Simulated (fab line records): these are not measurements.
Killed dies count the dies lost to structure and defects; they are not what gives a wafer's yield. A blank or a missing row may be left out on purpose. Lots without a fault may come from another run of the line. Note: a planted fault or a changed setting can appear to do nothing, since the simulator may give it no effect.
fab line records    flow nand-harc
[record] lots = 24  wafers = 72  last-day = 24
route steps=1159 shown P_M2@333 A_CHANNEL_HOLE_D1@463 A_CHANNEL_FILL_D1@494
lots that met no fault: from a run of the same line without faults
start-h: start of the lot's first displayed wafer, in hours after the record's first day    wait-h: hours elapsed since this lot's preceding step    " as in the row above    L1.1+2: several wafers, shown together as one row    - either no value or no given start    * or withheld: withheld    < > ~ a bound
route shown NAME@n: a module of which the file shows steps, and the number in the route of the first    usual: mean/standard deviation of fault-free wafers    same: alike in all rows    chamber/n: place in a boat    sites: readings site by site    _std_site: standard deviation across them    _edge_site: mean of outer sites minus mean of inner sites    radius-mm: how far each site lies from the wafer's centre    mask NAME#n: copy n    behind: the tool/chamber that last shaped the wafer    hold: what put the lot on hold/how long, in hours/how the hold closed    device: names the non-switching transistor (n, p or np)    end of line: tests of these same wafers at the route's end    a step given without rows: its recipe and nothing more    killed: the dies lost at the first sort to structure and to defects; this is not the yield of the wafer    map: a wafer's dies, marking killed ones x, the rest . and places with no die _
set.NAME: the setting as run; set.NAME@STEP: as run at that earlier step    model.NAME: the simulator's own value behind a step, which no gauge read
a sample of lots followed through the steps of the route, with each step as a table and each wafer as a row
services: from which hour (start-h, from the record's first day; less than 0 if before it) a tool's chamber was out of use, for how many hours, and why
[[steps]]
[step NHARC_P_M2_ETCH_15]
[recipe] target-depth-a = 1825  time-s = 91.2  c4f8-flow-sccm = withheld  ar-flow-sccm = 400  rf-w = 600  bias-w = 300  chemistry = C4F8/Ar
[usual] oes-product-au = 0.947/0.024  rf-vpp-V = 441/3.5
lot.wafer  tool         chamber  start-h  wait-h  oes-product-au  rf-hours-counter-h  rf-vpp-V
L074.2     rie-diel-07  1        -        -       0.923           15                  443
L074.6     "            2        "        "       0.925           -                   436
L074.4     "            0        "        "       0.913           -                   444
L075.1     rie-diel-09  2        -        -       0.951           2                   436
L075.3     "            0        "        "       0.974           2                   445
L075.6     "            2        "        "       0.947           -                   437
L076.2     rie-diel-08  1        -        -       0.946           1                   441
L076.1     "            3        "        "       0.960           1                   445
L076.6     "            1        "        "       0.942           -                   441
L077.4     rie-diel-09  2        -        -       0.969           2                   437
L077.2     "            3        "        "       0.965           2                   444
L077.5     "            3        "        "       0.964           -                   446
L078.1     rie-diel-07  2        -        -       0.917           35                  436
L078.5     "            1        "        "       0.925           -                   442
L078.6     "            2        "        "       0.918           -                   435
L079.4     rie-diel-09  2        -        -       0.964           2                   437
L079.1     "            3        "        "       0.959           2                   445
L079.6     "            3        "        "       0.961           -                   445
L080.2     rie-diel-09  1        -        -       0.978           3                   437
L080.4     "            3        "        "       0.942           2                   445
L080.1     "            0        "        "       0.971           2                   445
L081.2     rie-diel-09  0        -        -       0.997           3                   444
L081.4     "            3        "        "       0.954           2                   445
L081.6     "            1        "        "       0.994           -                   438
L082.4     rie-diel-09  3        -        -       0.931           2                   445
L082.5     "            1        "        "       0.979           -                   437
L082.6     "            2        "        "       0.961           -                   438
L083.2     rie-diel-09  3        -        -       0.905           3                   444
L083.5     "            1        "        "       0.933           -                   439
L083.6     "            2        "        "       0.922           -                   437
L084.2     rie-diel-09  3        -        -       0.917           3                   446
L084.3     "            0        "        "       0.940           4                   444
L084.5     "            3        "        "       0.912           -                   444
L087.1     rie-diel-08  1        -        -       0.900           14                  443
L087.5     "            0        "        "       0.908           -                   442
L087.6     "            1        "        "       0.901           -                   440
L086.1     rie-diel-08  1        -        -       0.907           14                  440
L086.2     "            0        "        "       0.911           14                  441
L086.5     "            1        "        "       0.902           -                   442
L085.2     rie-diel-07  1        -        -       0.922           47                  442
L085.3     "            0        "        "       0.910           50                  445
L085.5     "            1        "        "       0.919           -                   443
L089.2     rie-diel-09  3        -        -       0.943           4                   446
L089.5     "            2        "        "       0.948           -                   436
L089.6     "            3        "        "       0.949           -                   444
L088.3     rie-diel-09  3        -        -       0.944           4                   446
L088.1     "            1        "        "       0.977           5                   438
L088.6     "            3        "        "       0.952           -                   444
L091.2     rie-diel-09  2        -        -       0.924           5                   437
L091.6     "            2        "        "       0.926           -                   437
L091.4     "            3        "        "       0.912           -                   446
L090.2     rie-diel-09  3        -        -       0.946           4                   447
L090.5     "            1        "        "       0.969           -                   437
L090.4     "            2        "        "       0.964           -                   438
L092.2     rie-diel-09  1        -        -       0.995           6                   436
L092.4     "            3        "        "       0.943           5                   444
L092.6     "            1        "        "       0.988           -                   438
L094.2     rie-diel-08  1        -        -       0.930           20                  441
L094.6     "            1        "        "       0.922           -                   440
L094.5     "            0        "        "       0.914           -                   443
L093.2     rie-diel-07  1        -        -       0.962           3                   443
L093.1     "            3        "        "       0.975           3                   443
L093.6     "            1        "        "       0.965           -                   443
L095.1     rie-diel-09  3        -        -       0.949           6                   445
L095.3     "            0        "        "       0.977           6                   444
L095.6     "            0        "        "       0.962           -                   444
L096.1     rie-diel-09  3        -        -       0.948           6                   445
L096.5     "            3        "        "       0.950           -                   446
L096.4     "            0        "        "       0.973           -                   443
L097.4     rie-diel-08  3        -        -       0.937           25                  445
L097.3     "            0        "        "       0.910           24                  442
L097.6     "            2        "        "       0.939           -                   442
[step NHARC_P_M2_CMP_23]
[recipe] t-overpolish-s = 20  target-thk-nm = 144.3
[usual] motor-current-A = 12.0/0.72  time-to-endpoint-s = 29.7/3
lot.wafer  tool    chamber  start-h  wait-h  motor-current-A  time-to-endpoint-s
L074.2     cmp-01  2        117.60   -       12.0             29.3
L074.4     "       1        "        "       12.3             24.8
L074.6     "       2        "        "       11.3             27.8
L075.3     cmp-01  1        139.97   -       12.9             30.0
L075.1     "       2        "        "       11.8             31.3
L075.6     "       3        "        "       12.0             28.4
L076.1     cmp-03  0        140.29   -       12.2             37.4
L076.2     "       1        "        "       11.9             27.2
L076.6     "       3        "        "       12.1             31.5
L077.4     cmp-04  1        150.72   -       12.0             27.6
L077.2     "       0        "        "       12.9             24.9
L077.5     "       2        "        "       11.9             27.9
L078.1     cmp-04  2        154.63   -       11.4             27.1
L078.5     "       1        "        "       11.4             31.2
L078.6     "       2        "        "       11.8             30.7
L079.1     cmp-01  2        155.06   -       11.7             32.6
L079.4     "       1        "        "       12.8             28.4
L079.6     "       2        "        "       12.1             29.8
L080.2     cmp-04  0        159.95   -       13.1             26.7
L080.4     "       2        "        "       11.4             29.8
L080.1     "       3        "        "       12.2             33.1
L081.2     cmp-04  2        169.06   -       11.8             30.4
L081.4     "       1        "        "       11.7             30.2
L081.6     "       2        "        "       11.9             28.4
L082.4     cmp-01  1        170.19   -       12.8             29.0
L082.5     "       2        "        "       12.5             30.8
L082.6     "       3        "        "       11.7             29.3
L083.2     cmp-04  3        179.31   -       12.1             29.0
L083.6     "       2        "        "       11.6             26.8
L083.5     "       3        "        "       11.4             29.3
L084.3     cmp-03  0        184.89   -       12.4             36.6
L084.2     "       1        "        "       11.3             23.0
L084.5     "       0        "        "       12.4             34.3
L087.1     cmp-04  2        200.64   -       11.7             31.1
L087.5     "       1        "        "       11.7             30.1
L087.6     "       2        "        "       12.0             29.8
L086.1     cmp-04  0        201.42   -       13.5             24.0
L086.2     "       2        "        "       11.9             25.6
L086.5     "       3        "        "       12.6             30.0
L085.2     cmp-01  2        201.70   -       12.0             30.3
L085.3     "       3        "        "       11.5             27.2
L085.5     "       2        "        "       11.5             29.5
L089.2     cmp-04  0        218.18   -       12.8             25.4
L089.6     "       2        "        "       11.6             29.3
L089.5     "       3        "        "       11.4             34.4
L091.4     cmp-03  3        219.91   -       12.7             31.4
L091.2     "       0        "        "       12.5             35.8
L091.6     "       1        "        "       11.5             28.9
L088.1     cmp-01  1        219.99   -       12.4             31.4
L088.3     "       2        "        "       11.2             31.5
L088.6     "       3        "        "       11.8             31.5
L090.2     cmp-04  3        225.14   -       11.6             34.0
L090.4     "       2        "        "       11.5             33.5
L090.5     "       3        "        "       12.0             33.3
L092.4     cmp-03  3        230.98   -       13.1             33.4
L092.2     "       0        "        "       12.6             37.8
L092.6     "       3        "        "       12.7             33.7
L094.2     cmp-03  0        250.19   -       12.3             35.4
L094.6     "       2        "        "       12.6             31.1
L094.5     "       3        "        "       13.3             32.2
L093.2     cmp-04  3        250.24   -       11.8             30.3
L093.1     "       0        "        "       13.0             22.6
L093.6     "       3        "        "       11.5             29.6
L095.3     cmp-03  3        252.26   -       12.6             32.6
L095.1     "       1        "        "       11.6             30.5
L095.6     "       2        "        "       12.9             32.1
L096.4     cmp-01  2        256.17   -       11.2             32.1
L096.1     "       0        "        "       10.6             31.3
L096.5     "       3        "        "       11.5             29.0
L097.3     cmp-01  1        257.23   -       13.1             29.3
L097.4     "       2        "        "       11.7             31.2
L097.6     "       0        "        "       10.5             26.9
[step NHARC_A_CHANNEL_HOLE_D1_OVL_MEAS_11]
[usual] overlay-x-nm = -0.3/0.99  overlay-y-nm = -0.4/0.88
lot.wafer  tool        chamber  start-h  wait-h  overlay-x-nm  overlay-y-nm
L074.2     overlay-02  -        163.16   -       -1.9          0.5
L074.4     "           -        "        "       -1.5          0.8
L074.6     "           -        "        "       -2.2          1.3
L075.1     overlay-01  -        187.39   -       0.4           0.3
L075.3     "           -        "        "       0.7           -0.8
L075.6     "           -        "        "       -0.3          -0.4
L076.1     overlay-02  -        187.64   -       0.8           -0.2
L076.2     "           -        "        "       0.4           0.0
L076.6     "           -        "        "       0.6           0.0
L079.1     overlay-01  -        200.30   -       -1.4          1.5
L079.4     "           -        "        "       -2.2          1.5
L079.6     "           -        "        "       -1.4          0.7
L077.2     overlay-02  -        200.35   -       -1.7          -0.8
L077.4     "           -        "        "       -2.1          -0.1
L077.5     "           -        "        "       -2.6          -0.4
L078.1     overlay-01  -        201.42   -       0.5           -1.1
L078.5     "           -        "        "       0.3           -1.4
L078.6     "           -        "        "       0.9           -1.5
L080.1     overlay-01  -        210.74   -       -0.5          -0.3
L080.2     "           -        "        "       -0.1          0.2
L080.4     "           -        "        "       0.3           -0.3
L082.4     overlay-01  -        215.67   -       -0.5          -0.3
L082.5     "           -        "        "       -0.1          -0.1
L082.6     "           -        "        "       -1.0          -0.3
L081.2     overlay-02  -        216.41   -       1.0           -1.6
L081.4     "           -        "        "       1.1           -1.0
L081.6     "           -        "        "       0.8           -1.0
L083.2     overlay-02  -        223.97   -       1.4           -0.9
L083.5     "           -        "        "       1.6           -0.7
L083.6     "           -        "        "       1.3           -0.3
L084.2     overlay-01  -        231.78   -       -0.3          -1.7
L084.3     "           -        "        "       -1.0          -2.1
L084.5     "           -        "        "       -0.7          -1.7
L087.1     overlay-02  -        246.80   -       -0.4          -1.9
L087.5     "           -        "        "       0.0           -1.7
L087.6     "           -        "        "       0.1           -2.0
L086.1     overlay-02  -        247.96   -       -1.6          0.9
L086.2     "           -        "        "       -0.9          1.0
L086.5     "           -        "        "       -1.4          1.1
L085.2     overlay-01  -        248.23   -       -0.9          0.0
L085.3     "           -        "        "       -1.3          0.0
L085.5     "           -        "        "       -1.3          -0.5
L088.1     overlay-01  -        263.17   -       -1.1          -0.8
L088.3     "           -        "        "       -0.4          -0.2
L088.6     "           -        "        "       -0.9          -0.3
L089.2     overlay-01  -        264.52   -       -0.7          -0.8
L089.5     "           -        "        "       -1.4          -0.6
L089.6     "           -        "        "       -0.8          -0.6
L091.2     overlay-02  -        264.67   -       0.1           0.4
L091.4     "           -        "        "       -0.2          0.6
L091.6     "           -        "        "       0.1           1.0
L090.2     overlay-02  -        272.39   -       -0.4          -0.7
L090.4     "           -        "        "       -0.1          -1.0
L090.5     "           -        "        "       -0.7          -0.6
L092.2     overlay-01  -        276.32   -       0.2           -2.0
L092.4     "           -        "        "       0.2           -1.9
L092.6     "           -        "        "       -0.1          -1.5
L093.1     overlay-01  -        295.04   -       -1.2          -0.4
L093.2     "           -        "        "       -0.8          -0.1
L093.6     "           -        "        "       -0.5          -0.3
L095.1     overlay-01  -        296.43   -       -1.2          -0.5
L095.3     "           -        "        "       -1.2          -0.1
L095.6     "           -        "        "       -0.9          -0.1
L094.2     overlay-02  -        296.77   -       1.0           -1.2
L094.5     "           -        "        "       0.2           -1.0
L094.6     "           -        "        "       0.6           -0.4
L096.1     overlay-02  -        307.32   -       0.1           0.2
L096.4     "           -        "        "       -0.2          0.8
L096.5     "           -        "        "       0.1           0.8
L097.3     overlay-02  -        308.19   -       1.0           -1.2
L097.4     "           -        "        "       1.1           -0.9
L097.6     "           -        "        "       1.6           -0.6
[step NHARC_A_CHANNEL_HOLE_D1_ETCH_19]
[recipe] bias-v = 1200  source-w = 2500  pressure-mtorr = 15  time-s = 34.5  ar-flow-sccm = 375  c4f8-flow-sccm = 28.8  o2-flow-sccm = 96.2  temp-c = -20  target-depth-a = *  chemistry = C4F8/O2/Ar
[usual] bias-v = 1201/14  drypump-motor-current-A = 5.83/0.2  showerhead-plenum-p-Torr = 3.83/0.085  throttle-valve-pct = 37.038/0.0085
lot.wafer  tool         chamber  start-h  wait-h  bias-v  drypump-motor-current-A  rf-hours-counter-h  showerhead-plenum-p-Torr  throttle-valve-pct
L074.2     har-etch-02  0        164.65   0.1     1199    5.72                     97                  3.70                      37.040
L074.4     "            0        "        "       1217    5.71                     -                   3.70                      37.022
L074.6     "            1        "        "       1215    5.69                     -                   3.93                      37.037
L075.1     har-etch-01  1        188.67   0.1     1195    6.15                     194                 3.87                      37.043
L075.3     "            1        "        "       1189    6.15                     -                   3.87                      37.033
L075.6     "            0        "        "       1214    5.76                     -                   3.87                      37.031
L076.2     har-etch-02  0        188.93   0.1     1223    5.71                     103                 3.69                      37.041
L076.1     "            1        "        "       1217    5.62                     103                 3.93                      37.030
L076.6     "            0        "        "       1199    5.70                     -                   3.69                      37.045
L079.1     har-etch-01  0        201.62   0.1     1187    5.77                     199                 3.87                      37.041
L079.4     "            0        "        "       1206    5.77                     -                   3.87                      37.030
L079.6     "            0        "        "       1196    5.75                     -                   3.87                      37.033
L077.2     har-etch-02  1        202.28   0.1     1187    5.62                     109                 3.92                      37.028
L077.4     "            1        "        "       1205    5.63                     -                   3.92                      37.048
L077.5     "            1        "        "       1190    5.65                     -                   3.92                      37.048
L078.1     har-etch-01  1        205.77   3.1     1208    6.15                     203                 3.87                      37.028
L078.5     "            1        "        "       1206    6.14                     -                   3.87                      37.055
L078.6     "            0        "        "       1220    5.78                     -                   3.87                      37.037
L080.1     har-etch-01  0        212.03   0.1     1209    5.85                     209                 3.86                      37.034
L080.2     "            1        "        "       1177    6.13                     209                 3.86                      37.044
L080.4     "            0        "        "       1213    5.79                     -                   3.86                      37.031
L082.4     har-etch-01  0        217.00   0.1     1213    5.79                     -                   3.86                      37.047
L082.6     "            0        "        "       1195    5.78                     -                   3.86                      37.029
L082.5     "            1        "        "       1194    6.17                     -                   3.86                      37.055
L081.2     har-etch-02  0        218.00   0.1     1209    5.72                     117                 3.69                      37.049
L081.4     "            0        "        "       1217    5.72                     -                   3.69                      37.039
L081.6     "            0        "        "       1220    5.71                     -                   3.69                      37.037
L083.2     har-etch-01  1        225.26   0.1     1187    6.17                     216                 3.86                      37.030
L083.6     "            0        "        "       1240    5.74                     -                   3.86                      37.044
L083.5     "            1        "        "       1197    6.16                     -                   3.86                      37.027
L084.2     har-etch-01  1        233.06   0.1     1202    6.14                     220                 3.86                      37.032
L084.3     "            0        "        "       1208    5.76                     -                   3.86                      37.026
L084.5     "            1        "        "       1179    6.16                     -                   3.86                      37.032
L087.1     har-etch-01  1        248.10   0.1     1198    6.17                     226                 3.85                      37.042
L087.6     "            0        "        "       1226    5.76                     -                   3.85                      37.022
L087.5     "            1        "        "       1200    6.15                     -                   3.85                      37.046
L086.2     har-etch-02  1        249.24   0.1     1181    5.65                     127                 3.91                      37.047
L086.1     "            0        "        "       1197    5.70                     127                 3.68                      37.038
L086.5     "            0        "        "       1191    5.71                     -                   3.68                      37.039
L085.2     har-etch-01  0        252.26   2.8     1198    5.76                     230                 3.85                      37.033
L085.3     "            0        "        "       1211    5.77                     -                   3.85                      37.022
L085.5     "            0        "        "       1205    5.78                     -                   3.85                      37.024
L088.1     har-etch-02  1        264.49   0.1     1190    5.63                     134                 3.91                      37.034
L088.3     "            0        "        "       1185    5.70                     -                   3.68                      37.037
L088.6     "            0        "        "       1200    5.72                     -                   3.68                      37.035
L089.2     har-etch-01  1        265.82   0.1     1184    6.14                     234                 3.85                      37.044
L089.6     "            0        "        "       1208    5.78                     -                   3.85                      37.043
L089.5     "            1        "        "       1173    6.18                     -                   3.85                      37.038
L091.2     har-etch-02  1        268.64   2.7     1196    5.65                     138                 3.90                      37.044
L091.4     "            0        "        "       1214    5.73                     -                   3.67                      37.037
L091.6     "            1        "        "       1205    5.68                     -                   3.90                      37.044
L090.2     har-etch-02  1        274.49   0.3     1203    5.65                     143                 3.90                      37.030
L090.4     "            0        "        "       1181    5.71                     -                   3.67                      37.036
L090.5     "            0        "        "       1185    5.72                     -                   3.67                      37.041
L092.2     har-etch-01  1        277.61   0.1     1193    6.14                     242                 3.84                      37.042
L092.4     "            0        "        "       1180    5.78                     -                   3.84                      37.023
L092.6     "            0        "        "       1198    5.77                     -                   3.84                      37.031
L093.2     har-etch-01  0        296.52   0.1     1219    5.77                     247                 3.84                      37.050
L093.1     "            1        "        "       1234    6.15                     247                 3.84                      37.028
L093.6     "            1        "        "       1213    6.12                     -                   3.84                      37.034
L095.1     har-etch-02  0        297.72   0.1     1193    5.72                     150                 3.67                      37.038
L095.3     "            1        "        "       1193    5.63                     -                   3.90                      37.040
L095.6     "            1        "        "       1192    5.64                     -                   3.90                      37.050
L094.2     har-etch-01  0        300.68   2.0     1217    5.75                     251                 3.84                      37.037
L094.6     "            0        "        "       1206    5.76                     -                   3.84                      37.043
L094.5     "            1        "        "       1208    6.15                     -                   3.84                      37.044
L096.1     har-etch-02  0        308.61   0.1     1188    5.71                     159                 3.66                      37.022
L096.4     "            1        "        "       1208    5.67                     -                   3.89                      37.032
L096.5     "            1        "        "       1186    5.62                     -                   3.89                      37.039
L097.4     har-etch-02  0        312.79   3.4     1205    5.74                     -                   3.66                      37.043
L097.3     "            1        "        "       1197    5.64                     -                   3.89                      37.047
L097.6     "            0        "        "       1199    5.72                     -                   3.66                      37.051
[step NHARC_A_CHANNEL_HOLE_D1_ETCH_20]
[recipe] bias-v = 3000  source-w = withheld  pressure-mtorr = 20  time-s = 361.9  ar-flow-sccm = 375  c4f8-flow-sccm = 89.3  o2-flow-sccm = 35.7  temp-c = -20  target-depth-a = 16000  chemistry = C4F8/O2/Ar
[usual] drypump-motor-current-A = 5.84/0.2  showerhead-plenum-p-Torr = 3.78/0.081  throttle-valve-pct = 32.155/0.0095
lot.wafer  tool         chamber  start-h  wait-h  drypump-motor-current-A  rf-hours-counter-h  showerhead-plenum-p-Torr  throttle-valve-pct
L074.2     har-etch-02  0        164.76   0.1     5.72                     97                  3.66                      32.163
L074.4     "            0        "        "       5.72                     -                   3.66                      32.170
L074.6     "            1        "        "       5.67                     -                   3.88                      32.157
L075.1     har-etch-01  1        188.79   0.1     6.13                     194                 3.82                      32.155
L075.3     "            1        "        "       6.14                     -                   3.82                      32.159
L075.6     "            0        "        "       5.78                     -                   3.82                      32.139
L076.2     har-etch-02  0        189.04   0.1     5.71                     104                 3.65                      32.144
L076.1     "            1        "        "       5.66                     104                 3.87                      32.150
L076.6     "            0        "        "       5.72                     -                   3.65                      32.153
L079.1     har-etch-01  0        201.77   0.1     5.75                     199                 3.82                      32.155
L079.4     "            0        "        "       5.74                     -                   3.82                      32.135
L079.6     "            0        "        "       5.74                     -                   3.82                      32.154
L077.2     har-etch-02  1        202.43   0.1     5.65                     109                 3.87                      32.150
L077.4     "            1        "        "       5.66                     -                   3.87                      32.172
L077.5     "            1        "        "       5.66                     -                   3.87                      32.152
L078.1     har-etch-01  1        205.89   0.1     6.18                     203                 3.82                      32.164
L078.5     "            1        "        "       6.19                     -                   3.82                      32.156
L078.6     "            0        "        "       5.77                     -                   3.82                      32.149
L080.1     har-etch-01  0        212.14   0.1     5.76                     209                 3.81                      32.158
L080.2     "            1        "        "       6.18                     209                 3.82                      32.158
L080.4     "            0        "        "       5.77                     -                   3.82                      32.152
L082.4     har-etch-01  0        217.18   0.2     5.78                     -                   3.81                      32.159
L082.6     "            0        "        "       5.80                     -                   3.81                      32.146
L082.5     "            1        "        "       6.17                     -                   3.81                      32.160
L081.2     har-etch-02  0        218.15   0.1     5.73                     117                 3.64                      32.151
L081.4     "            0        "        "       5.73                     -                   3.65                      32.161
L081.6     "            0        "        "       5.74                     -                   3.64                      32.166
L083.2     har-etch-01  1        225.41   0.1     6.14                     216                 3.81                      32.163
L083.6     "            0        "        "       5.81                     -                   3.81                      32.168
L083.5     "            1        "        "       6.16                     -                   3.81                      32.159
L084.2     har-etch-01  1        233.17   0.1     6.13                     220                 3.81                      32.149
L084.3     "            0        "        "       5.76                     -                   3.81                      32.175
L084.5     "            1        "        "       6.14                     -                   3.81                      32.148
L087.1     har-etch-01  1        248.24   0.1     6.14                     226                 3.81                      32.152
L087.6     "            0        "        "       5.77                     -                   3.81                      32.168
L087.5     "            1        "        "       6.16                     -                   3.81                      32.147
L086.2     har-etch-02  1        249.35   0.1     5.63                     127                 3.86                      32.149
L086.1     "            0        "        "       5.73                     127                 3.64                      32.150
L086.5     "            0        "        "       5.73                     -                   3.64                      32.155
L085.2     har-etch-01  0        252.37   0.1     5.79                     230                 3.80                      32.151
L085.3     "            0        "        "       5.80                     -                   3.80                      32.158
L085.5     "            0        "        "       5.78                     -                   3.80                      32.162
L088.1     har-etch-02  1        264.64   0.1     5.67                     134                 3.86                      32.155
L088.3     "            0        "        "       5.73                     -                   3.64                      32.143
L088.6     "            0        "        "       5.74                     -                   3.64                      32.149
L089.2     har-etch-01  1        265.96   0.1     6.17                     234                 3.80                      32.150
L089.6     "            0        "        "       5.79                     -                   3.80                      32.172
L089.5     "            1        "        "       6.14                     -                   3.80                      32.162
L091.2     har-etch-02  1        268.79   0.1     5.66                     138                 3.85                      32.141
L091.4     "            0        "        "       5.71                     -                   3.63                      32.147
L091.6     "            1        "        "       5.62                     -                   3.85                      32.149
L090.2     har-etch-02  1        274.63   0.1     5.67                     144                 3.85                      32.156
L090.4     "            0        "        "       5.72                     -                   3.63                      32.151
L090.5     "            0        "        "       5.70                     -                   3.63                      32.168
L092.2     har-etch-01  1        277.76   0.1     6.16                     242                 3.80                      32.170
L092.4     "            0        "        "       5.79                     -                   3.80                      32.154
L092.6     "            0        "        "       5.75                     -                   3.80                      32.143
L093.2     har-etch-01  0        296.63   0.1     5.71                     247                 3.79                      32.144
L093.1     "            1        "        "       6.15                     247                 3.79                      32.159
L093.6     "            1        "        "       6.17                     -                   3.79                      32.158
L095.1     har-etch-02  0        297.87   0.1     5.74                     150                 3.63                      32.163
L095.3     "            1        "        "       5.63                     -                   3.85                      32.120
L095.6     "            1        "        "       5.69                     -                   3.85                      32.162
L094.2     har-etch-01  0        300.79   0.1     5.76                     251                 3.79                      32.150
L094.6     "            0        "        "       5.74                     -                   3.79                      32.152
L094.5     "            1        "        "       6.14                     -                   3.79                      32.126
L096.1     har-etch-02  0        308.73   0.1     5.72                     159                 3.62                      32.143
L096.4     "            1        "        "       5.68                     -                   3.84                      32.166
L096.5     "            1        "        "       5.66                     -                   3.84                      32.166
L097.4     har-etch-02  0        312.97   0.2     5.73                     -                   3.62                      32.158
L097.3     "            1        "        "       5.64                     -                   3.84                      32.147
L097.6     "            0        "        "       5.72                     -                   3.62                      32.161
[step NHARC_A_CHANNEL_FILL_D1_ALD_14]
[recipe] target-thk-a = 25  pulse-time-s = 10  ald-cycles = 25  temp-c = 300  material = SiO2
[usual] heater-power-outer-w = 268/24  heater-power-w = 474/37  precursor-pulse-height-rel = 0.998/0.02
lot.wafer  tool       chamber  start-h  wait-h  heater-power-outer-w  heater-power-w  precursor-pulse-height-rel
L074.4     ald-hk-04  3        178.15   0.1     249                   464             1.004
L074.2     "          0        "        "       250                   412             1.002
L074.6     "          3        "        "       248                   435             0.991
L075.1     ald-hk-04  2        201.64   0.0     261                   480             0.986
L075.3     "          0        "        "       260                   434             1.013
L075.6     "          2        "        "       251                   478             1.015
L076.2     ald-hk-01  3        201.67   0.1     274                   498             1.003
L076.1     "          0        "        "       286                   502             1.002
L076.6     "          3        "        "       271                   503             0.958
L079.1     ald-hk-01  1        214.51   0.0     232                   448             0.965
L079.4     "          3        "        "       268                   491             0.995
L079.6     "          2        "        "       263                   471             0.984
L077.2     ald-hk-02  0        214.58   0.1     265                   440             1.009
L077.4     "          1        "        "       269                   465             0.985
L077.5     "          2        "        "       282                   525             0.995
L078.1     ald-hk-04  3        218.74   0.1     242                   449             0.960
L078.5     "          2        "        "       250                   488             1.008
L078.6     "          3        "        "       239                   434             0.983
L080.4     ald-hk-02  2        225.16   0.1     286                   523             1.007
L080.1     "          3        "        "       311                   503             0.998
L080.2     "          0        "        "       254                   442             1.025
L082.4     ald-hk-02  2        230.57   0.2     289                   528             1.014
L082.5     "          3        "        "       308                   505             0.971
L082.6     "          0        "        "       264                   434             1.006
L081.2     ald-hk-04  2        234.13   3.7     254                   494             0.980
L081.4     "          3        "        "       239                   441             1.016
L081.6     "          3        "        "       242                   426             0.972
L083.2     ald-hk-01  0        241.60   0.2     297                   511             0.993
L083.6     "          1        "        "       230                   435             1.014
L083.5     "          2        "        "       257                   463             1.003
L084.2     ald-hk-04  3        246.12   0.1     241                   450             1.001
L084.3     "          0        "        "       270                   433             1.002
L084.5     "          1        "        "       260                   440             0.953
L086.1     ald-hk-02  0        261.03   0.1     261                   439             0.964
L086.2     "          1        "        "       272                   447             0.990
L086.5     "          3        "        "       316                   512             1.033
L087.1     ald-hk-04  3        261.14   0.2     240                   445             0.998
L087.6     "          1        "        "       265                   427             1.006
L087.5     "          2        "        "       251                   478             0.989
L085.3     ald-hk-02  3        268.29   0.9     309                   519             0.985
L085.2     "          1        "        "       265                   459             1.034
L085.5     "          3        "        "       309                   510             1.001
L089.2     ald-hk-01  2        278.60   0.2     251                   477             1.041
L089.5     "          0        "        "       295                   518             0.959
L089.6     "          1        "        "       231                   431             0.985
L088.1     ald-hk-01  1        278.97   0.6     228                   445             1.009
L088.3     "          2        "        "       257                   472             0.990
L088.6     "          0        "        "       299                   506             0.981
L091.2     ald-hk-01  1        282.12   0.1     234                   453             0.987
L091.4     "          2        "        "       255                   460             0.996
L091.6     "          1        "        "       229                   445             1.008
L090.2     ald-hk-01  3        287.80   0.1     261                   470             1.009
L090.4     "          0        "        "       298                   526             1.007
L090.5     "          3        "        "       260                   473             0.984
L092.4     ald-hk-02  0        291.07   0.1     262                   440             1.001
L092.2     "          1        "        "       269                   463             1.010
L092.6     "          3        "        "       323                   541             1.014
L093.2     ald-hk-02  3        309.56   0.0     327                   530             0.989
L093.1     "          1        "        "       272                   471             0.987
L093.6     "          3        "        "       326                   527             1.003
L095.3     ald-hk-02  2        309.82   0.3     292                   527             0.997
L095.1     "          3        "        "       322                   543             0.986
L095.6     "          2        "        "       287                   527             1.004
L094.2     ald-hk-04  1        313.67   0.2     262                   431             0.987
L094.6     "          2        "        "       249                   492             1.023
L094.5     "          3        "        "       240                   434             0.990
L096.4     ald-hk-02  0        321.70   0.2     258                   430             1.025
L096.1     "          1        "        "       264                   467             0.993
L096.5     "          3        "        "       318                   539             1.010
L097.4     ald-hk-02  0        325.69   0.0     265                   427             0.954
L097.3     "          3        "        "       318                   545             0.949
L097.6     "          1        "        "       273                   469             0.959
[[services]]
tool         chamber  start-h  hours  kind
cmp-01       -        99.64    1.7    repair
rie-diel-09  3        100.99   4.0    repair
ald-hk-02    -        102.82   10.0   pm
cmp-04       -        104.48   0.5    repair
cmp-04       -        105.16   4.0    pm
rie-diel-09  3        158.63   4.4    repair
ald-hk-04    -        172.38   1.5    repair
cmp-01       -        179.54   4.0    pm
rie-diel-09  0        188.86   5.0    repair
ald-hk-04    -        189.11   10.0   pm
ald-hk-02    -        191.43   0.3    repair
cmp-04       -        203.20   4.0    pm
rie-diel-09  0        213.18   11.1   repair
cmp-04       -        228.07   6.0    repair
ald-hk-01    -        229.23   10.0   pm
rie-diel-09  1        249.82   16.5   repair
cmp-01       -        251.72   2.8    repair
rie-diel-09  -        254.10   9.0    pm
cmp-01       -        277.68   4.0    pm
ald-hk-02    -        280.82   10.0   pm
cmp-04       -        301.20   4.0    pm
ald-hk-01    -        301.37   1.0    repair
har-etch-01  -        305.00   17.0   pm
cmp-04       -        323.61   3.4    repair
[[key]]
fault none
